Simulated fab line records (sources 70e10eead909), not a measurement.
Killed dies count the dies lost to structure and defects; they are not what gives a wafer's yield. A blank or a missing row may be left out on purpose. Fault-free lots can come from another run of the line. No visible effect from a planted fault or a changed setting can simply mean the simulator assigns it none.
Problem report in the 8D (eight disciplines) form, filled by code | flow nand_harc | the parts of the form that need people (team, actions taken, sign-off) are left out

== 1. WHAT IS WRONG ==
At NHARC_A_ONON_D1_THK_MEAS_11, thk_nm averages 1596 nm over 3 wafers from 2 lots, while fault-free wafers read 995 nm, standard deviation 11. Measured from the usual mean, that is +55 standard deviations.
The step: measures by ellipsometry.
First seen on wafer L868.1, day 13 20:49, on film_metro-02. The record holds 41 wafers of 14 lots with a number at this step. Rule for "out", or "out of limits": more than 4 standard deviations from the usual mean. Any other wafer with a number is counted as sound.

== 2. WHAT IT IS, AND WHAT IT ISN'T ==
question                    | is                           | is not
which readings at this step | thk_nm                       | -
which lots                  | L868, L869                   | L853, L854, L855, L856, L858, L860, L861, L862, L864, L865, L875, L876
which wafers of those lots  | L868.1, L868.5, L869.5       | L869.2, L869.6
read on which gauges        | film_metro-01, film_metro-02 | -
when                        | from day 13 20:49            | up to then (30 sound wafers); but 8 sound wafers of L869, L875, L876 came after

== 3. THE SUSPECTS, EACH WITH WHAT RULES IT OUT ==
Counting: any tool at a process step up to the reading remains a suspect provided it ran every lot that is out. Sound lots after the first of them don't rule it out here, since some wafers of a struck lot are sound.
- the gauge at NHARC_A_ONON_D1_THK_MEAS_11: ruled out. Those wafers that are out were read across 2 gauges (film_metro-01, film_metro-02).
- rie_diel-09 at NHARC_A_ZERO_WELL_ETCH_19 (etches the open film in N2/H2, target depth 80 nm, overetch 24 nm, time 87.88 s): kept. Every lot that is out went through it, the first being L868 (day 12 21:08); the last sound lot it ran before that was L860 (day 9 20:56).
- pecvd_onon-03 at NHARC_A_ONON_D1_DEP_09 (target thk 1000 nm): kept. Every lot that is out went through it, the first being L868 (day 13 20:19); the last sound lot it ran before that was L865 (day 12 12:48).
Left after counting: rie_diel-09 at NHARC_A_ZERO_WELL_ETCH_19, pecvd_onon-03 at NHARC_A_ONON_D1_DEP_09.

== 4. THE CAUSE (what the simulator had put in) ==
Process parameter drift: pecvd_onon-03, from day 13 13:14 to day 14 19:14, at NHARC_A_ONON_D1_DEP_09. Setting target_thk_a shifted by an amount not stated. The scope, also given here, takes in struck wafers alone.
Counting leaves 2 suspects; this tool is one of them.

== 5. THE CHAIN OF EFFECTS, in route order ==
Each row: a reading where the mean over the struck wafers with a number is more than 3 standard deviations away from the usual. Only readings whose record carries a usual standard deviation are examined. hours: median over the lots of the time between each lot's start at the first step of this table that gives one and its start at this step. sigmas: the change, counted in usual standard deviations.
hours | step                        | reading         | usual  | on struck wafers | change | sigmas
0     | NHARC_A_ONON_D1_THK_MEAS_11 | thk_nm          | 995 nm | 1596             | +601   | +55
398   | NHARC_END_SORT_01           | killed_at_array | 58     | 674              | +616   | +41
398   | NHARC_END_SORT_01           | killed_dies     | 62     | 677              | +615   | +41

== 6. WHAT WOULD HAVE CAUGHT IT SOONER ==
Counted from the fault's start at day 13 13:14, it took 8 hours until the first out-of-limits reading at a measuring or inspecting step in this record, taken at day 13 20:49.
Of the lots that are out (2), L869 began NHARC_A_ONON_D1_DEP_09 on pecvd_onon-03 after day 13 20:49. Holding the tool at that time would have saved it.
